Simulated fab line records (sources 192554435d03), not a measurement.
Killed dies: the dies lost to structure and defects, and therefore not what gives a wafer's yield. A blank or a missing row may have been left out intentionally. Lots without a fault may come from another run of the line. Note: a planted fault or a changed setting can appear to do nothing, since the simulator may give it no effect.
fab line records	flow n5_finfet
record: lots: 9	wafers: 27	last_day: 19
route steps=1938 shown FIN_SAQP@98 BEOL_M4@1111 PASSIVATION@1936
lots that met no fault: from a run of the same line without faults
start_h: hours from the record's opening day to when the first of the lot's shown wafers began	wait_h: hours elapsed since this lot's preceding step	" same as the row above	L1.1+2: several wafers, shown together as one row	- value missing, or start not given	* or withheld: withheld	< > ~ a bound
route shown NAME@n: names a module that has steps shown in the file, with the first one's number in the route	usual: mean and standard deviation over wafers with no fault	same: alike in all rows	chamber/n: place in a boat	sites: per-site readings	_std_site: their standard deviation	_edge_site: inner sites' mean taken away from outer sites' mean	radius_mm: for every site, how far away it sits from the centre of the wafer	mask NAME#n: copy n	behind: the last tool/chamber to shape the wafer	hold: what put the lot on hold/how long, in hours/how the hold closed	device: names the non-switching transistor (n, p or np)	end of line: the same wafers' tests at the end of the route	step lacking rows: just its recipe	killed: dies lost to structure and defects at the first sort, not the wafer's yield	map: a wafer's dies, marking killed ones x, the rest . and places with no die _
set.NAME: the setting that was run; set.NAME@STEP: the one run at that earlier step	model.NAME: the simulator's own value behind a step, which no gauge read
a sample of lots followed through the steps of the route, with each step as a table and each wafer as a row
services: from which hour (start_h, from the record's first day; less than 0 if before it) a tool's chamber was out of use, for how many hours, and why
== steps ==
step: N5_FIN_SAQP_PECVD_47
recipe: material: a-Si	target_thk_a: 450	temp_c: 400	precursor: SiH4/He	pressure_torr: 3	rf_w: 100	time_s: 36.3
usual: heater_power_w: 856/120	showerhead_plenum_p_Torr: 5.67/0.056	throttle_valve_pct: 18.5/0.76
lot.wafer	tool	chamber	start_h	wait_h	heater_power_w	showerhead_plenum_p_Torr	since_wet_clean_h	throttle_valve_pct
L502.2	pecvd-04	0	20.98	0.1	1000	5.67	725	17.5
L502.3	"	2	"	"	778	5.61	2175	17.8
L502.5	"	1	"	"	669	5.60	-	18.6
L503.2	pecvd-01	0	26.63	0.0	974	5.72	1093	19.0
L503.4	"	1	"	"	805	5.67	-	20.0
L503.6	"	2	"	"	1098	5.78	-	18.4
L505.2	pecvd-04	0	39.32	0.0	976	5.66	743	17.5
L505.4	"	0	"	"	998	5.67	-	17.4
L505.6	"	1	"	"	692	5.61	-	18.7
L513.1	pecvd-03	2	87.34	0.0	903	5.65	209	18.0
L513.4	"	0	"	"	876	5.72	-	18.8
L513.5	"	1	"	"	854	5.63	-	18.9
L515.1	pecvd-03	2	101.74	0.0	848	5.63	223	17.9
L515.2	"	1	"	"	821	5.62	1712	18.7
L515.5	"	0	"	"	816	5.69	-	18.6
L520.1	pecvd-01	0	129.20	0.0	927	5.74	1196	18.9
L520.5	"	0	"	"	917	5.74	-	19.0
L520.6	"	1	"	"	713	5.66	-	20.1
L521.2	pecvd-04	0	135.79	0.0	880	5.67	840	17.6
L521.4	"	1	"	"	697	5.60	-	18.7
L521.6	"	2	"	"	699	5.61	-	17.5
L522.2	pecvd-04	1	142.04	0.0	643	5.61	1571	18.5
L522.5	"	2	"	"	823	5.61	-	17.7
L522.6	"	1	"	"	651	5.61	-	18.4
L525.2	pecvd-03	1	159.05	0.0	850	5.64	1769	18.8
L525.3	"	1	"	"	864	5.63	-	18.9
L525.5	"	1	"	"	882	5.63	-	18.7
step: N5_FIN_SAQP_STRIP_55
recipe: chemistry: N2/H2	power_w: 500	temp_c: 40	pressure_mtorr: 50	rf_frequency_hz: 6e+07	overash_fraction: 0.3	bias_power_w: 28	h2_frac: 0.5	n2_flow_sccm: 300	h2_flow_sccm: 300
usual: drypump_motor_current_A: 5.9/0.5	oes_product_au: 0.79/0.084	rf_vpp_V: 122.2/1.6	showerhead_plenum_p_Torr: 3.41/0.13	throttle_valve_pct: 18.9/0.4
lot.wafer	tool	chamber	start_h	wait_h	drypump_motor_current_A	oes_product_au	rf_hours_counter_h	rf_vpp_V	showerhead_plenum_p_Torr	throttle_valve_pct
L502.2	rie_diel-03	2	22.01	0.1	5.8	0.69	231	120.4	3.19	19.7
L502.3	"	0	"	"	6.4	0.72	210	123.9	3.46	18.9
L502.5	"	1	"	"	6.7	0.79	-	123.8	3.51	18.3
L503.2	rie_diel-03	3	28.01	0.1	6.2	0.80	99	122.9	3.38	18.7
L503.4	"	3	"	"	6.1	0.81	-	120.3	3.38	18.7
L503.6	"	1	"	"	6.7	0.78	-	122.4	3.51	18.3
L505.2	rie_diel-05	2	40.83	0.1	5.9	0.73	175	124.4	3.48	18.6
L505.4	"	3	"	"	6.4	0.76	-	120.4	3.49	18.7
L505.6	"	0	"	"	5.7	0.79	-	120.5	3.55	19.3
L513.1	rie_diel-02	3	88.62	0.2	5.8	0.85	66	123.6	3.54	19.2
L513.4	"	2	"	"	6.0	0.72	219	120.3	3.19	19.0
L513.5	"	3	"	"	5.8	0.86	-	124.0	3.54	19.2
L515.1	rie_diel-05	2	102.87	0.1	5.9	0.73	201	124.7	3.46	18.6
L515.2	"	0	"	"	5.7	0.78	102	123.5	3.54	19.3
L515.5	"	3	"	"	6.4	0.74	-	123.5	3.48	18.8
L520.1	rie_diel-02	1	130.66	0.2	5.0	0.91	21	121.6	3.31	19.1
L520.5	"	0	"	"	6.2	0.73	-	123.4	3.48	18.8
L520.6	"	3	"	"	5.8	0.83	-	124.2	3.54	19.2
L521.2	rie_diel-05	2	136.92	0.1	5.9	0.71	212	121.9	3.46	18.6
L521.4	"	3	"	"	6.4	0.74	174	124.1	3.47	18.8
L521.6	"	1	"	"	4.9	0.90	-	121.1	3.28	18.2
L522.2	rie_diel-03	3	143.06	0.1	6.1	0.78	140	119.5	3.36	18.8
L522.5	"	2	"	"	5.8	0.91	-	122.8	3.58	19.3
L522.6	"	1	"	"	6.7	0.73	-	124.0	3.49	18.4
L525.2	rie_diel-05	1	160.13	0.1	4.9	0.89	40	121.7	3.27	18.3
L525.3	"	0	"	"	5.7	0.75	122	121.7	3.52	19.4
L525.5	"	3	"	"	6.4	0.73	-	125.2	3.47	18.8
step: N5_FIN_SAQP_RECESS_75
recipe: chemistry: HF/NH3	target: SiO2	target_depth_a: 144	afs_cycles: 3	temp_c: 30	sublimation_temp_c: 180	sublimation_time_s: 60
usual: drypump_motor_current_A: 5.5/0.52	foreline_p_Torr: 0.1281/0.00036
lot.wafer	tool	chamber	start_h	wait_h	drypump_motor_current_A	foreline_p_Torr
L502.2	vapor_etch-02	0	22.34	0.0	5.1	0.1277
L502.3	"	1	"	"	6.3	0.1278
L502.5	"	1	"	"	6.3	0.1280
L503.2	vapor_etch-02	0	28.33	0.0	5.0	0.1277
L503.4	"	0	"	"	5.1	0.1283
L503.6	"	1	"	"	6.3	0.1283
L505.2	vapor_etch-02	1	41.18	0.0	6.3	0.1280
L505.4	"	0	"	"	5.0	0.1279
L505.6	"	1	"	"	6.3	0.1282
L513.1	vapor_etch-02	1	88.94	0.0	6.3	0.1283
L513.4	"	0	"	"	5.0	0.1276
L513.5	"	0	"	"	5.0	0.1277
L515.1	vapor_etch-02	0	103.19	0.0	5.0	0.1284
L515.2	"	1	"	"	6.3	0.1277
L515.5	"	0	"	"	5.1	0.1280
L520.1	vapor_etch-01	1	130.98	0.0	5.5	0.1286
L520.5	"	0	"	"	5.1	0.1278
L520.6	"	1	"	"	5.5	0.1276
L521.2	vapor_etch-01	0	137.24	0.0	5.1	0.1280
L521.4	"	1	"	"	5.5	0.1283
L521.6	"	0	"	"	5.1	0.1280
L522.2	vapor_etch-01	1	143.38	0.0	5.5	0.1285
L522.5	"	0	"	"	5.1	0.1282
L522.6	"	1	"	"	5.5	0.1276
L525.2	vapor_etch-01	0	160.53	0.1	5.1	0.1280
L525.3	"	1	"	"	5.5	0.1283
L525.5	"	1	"	"	5.5	0.1275
step: N5_FIN_SAQP_MANDREL_ETCH_58
recipe: chemistry: HBr/Cl2	target: a-Si	target_depth_a: 450	bt_time_s: 10	stop_on: SiNx	mask_material: SiO2	over_etch_frac: 0.8	time_s: 27	pressure_mtorr: 10	icp_w: 800	bias_w: 75	HBr_flow_sccm: 150	Cl2_flow_sccm: 80	ends: end_point
usual: HBr_flow_sccm: 150.0/0.45	drypump_motor_current_A: 5.8/0.49	oes_product_au: 0.702/0.012	throttle_valve_pct: 35.5/0.32
lot.wafer	tool	chamber	start_h	wait_h	HBr_flow_sccm	drypump_motor_current_A	oes_product_au	rf_hours_counter_h	throttle_valve_pct
L502.2	rie_si-06	0	23.99	0.0	150.2	5.1	0.704	65	35.7
L502.3	"	3	"	"	150.9	5.6	0.711	156	35.4
L502.5	"	2	"	"	149.3	6.2	0.718	-	35.6
L503.2	rie_si-05	1	29.82	0.0	150.1	6.0	0.712	98	36.2
L503.4	"	3	"	"	151.0	6.1	0.710	37	35.3
L503.6	"	1	"	"	150.1	6.0	0.718	-	36.1
L505.2	rie_si-05	0	42.74	0.0	150.6	5.3	0.723	202	35.2
L505.4	"	3	"	"	149.5	6.1	0.706	37	35.3
L505.6	"	1	"	"	150.3	6.0	0.716	-	36.1
L513.1	rie_si-06	0	92.07	0.0	149.8	5.1	0.692	66	35.7
L513.4	"	3	"	"	150.1	5.6	0.698	158	35.4
L513.5	"	0	"	"	149.8	5.1	0.703	-	35.7
L515.1	rie_si-05	1	105.06	0.0	149.2	6.0	0.704	99	36.1
L515.2	"	3	"	"	149.5	6.1	0.689	38	35.3
L515.5	"	1	"	"	150.1	6.1	0.723	-	36.1
L520.1	rie_si-06	1	132.49	0.0	150.4	5.3	0.679	105	35.2
L520.5	"	0	"	"	149.9	5.1	0.695	-	35.7
L520.6	"	3	"	"	149.3	5.6	0.699	-	35.4
L521.2	rie_si-06	1	138.85	0.0	150.2	5.4	0.685	105	35.2
L521.4	"	3	"	"	150.3	5.6	0.649	159	35.5
L521.6	"	2	"	"	149.8	6.2	0.715	-	35.6
L522.2	rie_si-06	1	144.87	0.0	149.9	5.3	0.628	106	35.3
L522.5	"	3	"	"	149.8	5.6	0.713	-	35.4
L522.6	"	2	"	"	150.1	6.1	0.651	-	35.7
L525.2	rie_si-05	1	162.11	0.0	150.4	6.1	0.701	100	36.2
L525.3	"	2	"	"	150.1	6.7	0.696	3	35.9
L525.5	"	0	"	"	149.6	5.3	0.690	-	35.1
step: N5_FIN_SAQP_RECESS_63
recipe: chemistry: HF/NH3	target: SiO2	target_depth_a: 180	afs_cycles: 3	temp_c: 30	sublimation_temp_c: 180	sublimation_time_s: 60
usual: drypump_motor_current_A: 5.5/0.53	foreline_p_Torr: 0.1280/0.00048
lot.wafer	tool	chamber	start_h	wait_h	drypump_motor_current_A	foreline_p_Torr
L502.2	vapor_etch-02	0	24.07	0.1	5.0	0.1287
L502.3	"	1	"	"	6.3	0.1276
L502.5	"	1	"	"	6.3	0.1279
L503.2	vapor_etch-02	1	29.90	0.1	6.3	0.1281
L503.4	"	1	"	"	6.3	0.1281
L503.6	"	1	"	"	6.3	0.1279
L505.2	vapor_etch-01	0	42.82	0.1	5.1	0.1279
L505.4	"	1	"	"	5.5	0.1290
L505.6	"	1	"	"	5.5	0.1277
L513.1	vapor_etch-01	1	92.15	0.1	5.5	0.1291
L513.4	"	1	"	"	5.5	0.1294
L513.5	"	0	"	"	5.1	0.1283
L515.1	vapor_etch-01	0	105.14	0.1	5.1	0.1284
L515.2	"	1	"	"	5.5	0.1279
L515.5	"	1	"	"	5.5	0.1267
L520.1	vapor_etch-02	0	132.57	0.1	5.1	0.1274
L520.5	"	0	"	"	5.0	0.1278
L520.6	"	1	"	"	6.3	0.1279
L521.2	vapor_etch-02	0	138.93	0.1	5.1	0.1285
L521.4	"	0	"	"	5.1	0.1287
L521.6	"	0	"	"	5.0	0.1277
L522.2	vapor_etch-02	0	144.95	0.1	5.0	0.1280
L522.5	"	0	"	"	5.1	0.1278
L522.6	"	1	"	"	6.3	0.1281
L525.2	vapor_etch-02	1	162.19	0.1	6.3	0.1283
L525.3	"	1	"	"	6.3	0.1284
L525.5	"	1	"	"	6.4	0.1282
step: N5_BEOL_M4_RC_MEAS_101
usual: DIBL_N: 36.4/1.4	DIBL_P: 36.4/1.5	IOFF_N: 0.156/0.022	IOFF_P: 0.210/0.023	ION_N: 675/9.1	ION_P: 463/5.7	SS_N: 71.6/0.45	SS_P: 73.3/0.56	VT_N: 250/3.1	VT_P: -250.3/2.3
lot.wafer	tool	chamber	start_h	wait_h	DIBL_N[mV/V]	DIBL_P[mV/V]	IOFF_N[nA/um]	IOFF_P[nA/um]	ION_N[uA/um]	ION_P[uA/um]	SS_N[mV/dec]	SS_P[mV/dec]	VT_N[mV]	VT_P[mV]
L502.2	prober-01	0	198.47	0.2	35.5	32.1	0.117	0.181	667	459	71.3	73.0	259	-252.0
L502.3	"	0	"	"	38.7	36.9	0.175	0.263	674	463	72.3	73.6	249	-247.5
L502.5	"	0	"	"	37.8	35.6	0.158	0.238	680	465	72.1	74.2	251	-249.4
L503.2	prober-01	0	202.31	0.2	36.4	38.4	0.172	0.220	680	464	71.4	73.1	248	-247.6
L503.4	"	0	"	"	34.4	36.0	0.147	0.183	676	466	71.8	73.3	251	-254.1
L503.6	"	0	"	"	35.7	37.3	0.159	0.201	680	463	71.4	73.2	252	-251.3
L505.2	prober-01	0	204.34	0.2	36.2	35.6	0.170	0.205	681	461	72.0	73.3	244	-249.8
L505.4	"	0	"	"	36.3	34.6	0.162	0.180	673	455	71.7	73.7	249	-252.2
L505.6	"	0	"	"	35.1	34.0	0.144	0.169	677	454	71.5	73.6	250	-253.3
L513.1	prober-02	0	264.69	0.0	34.5	34.7	0.114	0.184	654	456	71.6	72.0	259	-250.2
L513.4	"	0	"	"	36.2	36.8	0.140	0.209	658	456	72.5	73.3	254	-248.9
L513.5	"	0	"	"	36.8	37.5	0.153	0.223	669	466	72.0	72.7	254	-249.1
L515.1	prober-01	0	275.01	0.0	39.9	36.8	0.185	0.245	683	464	70.8	73.8	248	-249.2
L515.2	"	0	"	"	36.8	32.7	0.114	0.179	657	461	70.9	72.2	254	-251.9
L515.5	"	0	"	"	38.7	35.2	0.155	0.214	676	465	71.2	73.6	250	-249.4
L520.1	prober-02	0	306.09	0.0	39.0	37.6	0.191	0.251	683	470	72.0	73.5	250	-247.7
L520.5	"	0	"	"	37.2	35.8	0.156	0.227	678	469	71.0	73.2	251	-247.3
L520.6	"	0	"	"	37.0	35.3	0.150	0.210	674	462	71.3	73.4	253	-249.9
L521.2	prober-02	0	311.12	0.2	34.7	36.0	0.134	0.192	678	465	71.1	72.3	252	-251.0
L521.4	"	0	"	"	34.6	35.4	0.130	0.187	661	459	71.7	72.1	251	-251.1
L521.6	"	0	"	"	33.9	34.7	0.116	0.168	665	456	71.0	72.4	254	-252.2
L522.2	prober-02	0	315.48	0.2	35.8	35.7	0.152	0.211	673	468	71.3	73.6	252	-248.7
L522.5	"	0	"	"	34.8	34.3	0.131	0.188	672	465	71.2	73.3	251	-250.2
L522.6	"	0	"	"	35.5	35.9	0.142	0.224	673	467	71.6	73.2	252	-248.7
L525.2	prober-02	0	342.34	0.2	37.0	38.0	0.164	0.233	669	468	71.6	73.6	250	-249.7
L525.3	"	0	"	"	35.1	36.5	0.139	0.205	669	465	71.4	72.4	252	-248.6
L525.5	"	0	"	"	36.8	38.2	0.174	0.235	676	467	71.8	72.8	249	-249.1
step: N5_PASSIVATION_PROBE_49
usual: defect_limited_yield: 91.5/1.3	killed_at_M0_to_M3: 33/10	killed_at_M4_up: 13/4	killed_at_contacts: 12/6.3	killed_at_front_end: 39/11	killed_at_other: 3.4/2.6	killed_dies: 100/15	killed_open: 65/11	killed_short: 34/7.8	sort_bin_5_function: 5.0/0.89	sort_bin_6_memory: 3.2/0.58	sort_n_pass: 1080/15	sort_yield_pct: 91.5/1.3
same: gross_dies: 1180	killed_at_back_side: 0	sort_bin_4_leakage[%]: 0	sort_bin_8_speed[%]: 0
lot.wafer	tool	chamber	start_h	wait_h	defect_limited_yield[%]	killed_at_M0_to_M3	killed_at_M4_up	killed_at_contacts	killed_at_front_end	killed_at_other	killed_dies	killed_open	killed_short	sort_bin_5_function[%]	sort_bin_6_memory[%]	sort_n_pass	sort_yield_pct[%]
L521.4	prober-02	-	418.91	0.2	88.6	34	11	16	72	2	135	87	45	6.6	4.2	1045	88.6
L522.2	prober-01	-	418.81	0.1	89.6	57	18	10	33	5	123	81	40	6.8	3.2	1057	89.6
killed by level:class
L522.2 BEOL_M0_SAQP:geometric_particle:short=19 BEOL_M0_SAQP:geometric_particle:open=12 MOL_CONTACT_COAG:geometric_particle:open=10 BEOL_M2:geometric_particle:open=7 BEOL_M4:geometric_particle:open=7 BEOL_M0:geometric_particle:open=6 BEOL_M1:geometric_particle:open=6 DUMMY_GATE:geometric_particle:open=5
L521.4 STI_FIN_REVEAL:geometric_particle:open=15 FIN_SAQP:geometric_particle:open=13 MOL_CONTACT_COAG:geometric_particle:open=13 FIN_SAQP:geometric_particle:short=10 BEOL_M0_SAQP:geometric_particle:short=10 GATE_CUT:geometric_particle:short=7 BEOL_M0_SAQP:geometric_particle:open=7 DUMMY_GATE:geometric_particle:open=6
== services ==
tool	chamber	start_h	hours	kind
pecvd-03	-	2.32	0.2	repair
rie_si-05	2	8.04	-	clean
rie_si-05	2	8.04	-	consumable_replace:focus_ring
rie_si-05	2	8.04	14.3	scheduled_down
rie_si-05	2	8.04	14.3	vent_cycle
pecvd-01	-	16.94	6.0	pm
pecvd-03	-	20.03	5.5	pm
pecvd-04	2	21.15	-	clean
pecvd-04	2	21.15	-	consumable_replace:showerhead
pecvd-04	2	21.15	29.0	scheduled_down
pecvd-04	2	21.15	29.0	vent_cycle
rie_si-05	3	22.38	6.4	repair
rie_diel-03	0	22.63	6.3	repair
pecvd-04	-	26.44	1.1	repair
rie_diel-03	-	31.94	14.6	pm
pecvd-01	2	36.73	17.1	repair
rie_diel-03	1	48.64	15.8	repair
rie_si-05	-	64.55	15.6	pm
rie_si-06	-	83.31	4.3	pm
pecvd-03	-	98.90	2.8	pm
rie_diel-03	-	99.11	2.8	pm
rie_diel-02	3	127.94	2.0	repair
vapor_etch-01	-	141.96	0.2	repair
pecvd-03	-	154.73	0.5	repair
== key ==
first_sign: step: N5_FIN_SAQP_MANDREL_ETCH_58	reading: oes_product_au	direction: down	sigmas: 4.9	usual: 0.702	struck: 0.643
effect none on later readings
met_at N5_FIN_SAQP_PECVD_47
struck_lots L521,L522
struck_wafers L521.4,L522.2,L522.6
not_acting_at N5_FIN_SAQP_STRIP_55,N5_FIN_SAQP_RECESS_75,N5_FIN_SAQP_RECESS_63
onset_between 39.32 135.79
fault: kind: site_profile_drift	tool: pecvd-04	chamber: 1	onset_h: 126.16	steps: N5_FIN_SAQP_PECVD_47	basis: fraction	max_abs_drift: 0.3668	slope_share_per_hr: 81.511	site_pattern: 0,0,0,0,0,-1,-1,-1,-1
